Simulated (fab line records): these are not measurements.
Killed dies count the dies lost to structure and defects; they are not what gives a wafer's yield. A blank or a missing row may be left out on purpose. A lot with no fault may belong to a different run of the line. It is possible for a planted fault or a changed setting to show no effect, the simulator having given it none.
Chamber matching | flow n5_finfet | 4 sister chambers for N5_SD_EPI_P_ETCHBACK_46 on rie_diel-03
The step etches SiNx in CH3F/O2, stops on SiO2, target depth 17.5 nm. 4 wafers are shown with their chamber, then 7 later ones without.

EACH WAFER AND ITS CHAMBER
wafer  | chamber | showerhead_plenum_p_Torr (Torr)
L078.6 | 0       | 1.92
L085.2 | 1       | 2.00
L087.2 | 2       | 2.06
L087.3 | 3       | 1.99

WAFERS MISSING THEIR CHAMBER
wafer  | showerhead_plenum_p_Torr (Torr)
L087.6 | 2.06
L090.3 | 2.00
L090.4 | 2.06
L090.6 | 1.99
L091.2 | 2.00
L091.5 | 2.00
L091.6 | 2.05

WHICH CHAMBER EACH ONE RAN IN
wafer  | from the rows above | in truth
L087.6 | 2                   | 2
L090.3 | 1                   | 1
L090.4 | 2                   | 2
L090.6 | 3                   | 3
L091.2 | 1                   | 1
L091.5 | 1                   | 1
L091.6 | 2                   | 2
7 of 7 placed correctly. Can't be placed from these rows: 0. Placed wrongly: 0.
How it was worked out, from the rows above alone: a wafer's distance from a chamber is the root of the sum, over the readings, of the square of ((its reading less the chamber's mean) divided by the reading's scatter). If the next closest chamber is less than 2 further off than the closest, the wafer can't be placed; otherwise it belongs to the closest. A chamber's mean is the mean of its shown wafers. The scatter: root of mean squared gap, hidden wafer to nearest shown wafer, with one shown wafer a chamber.
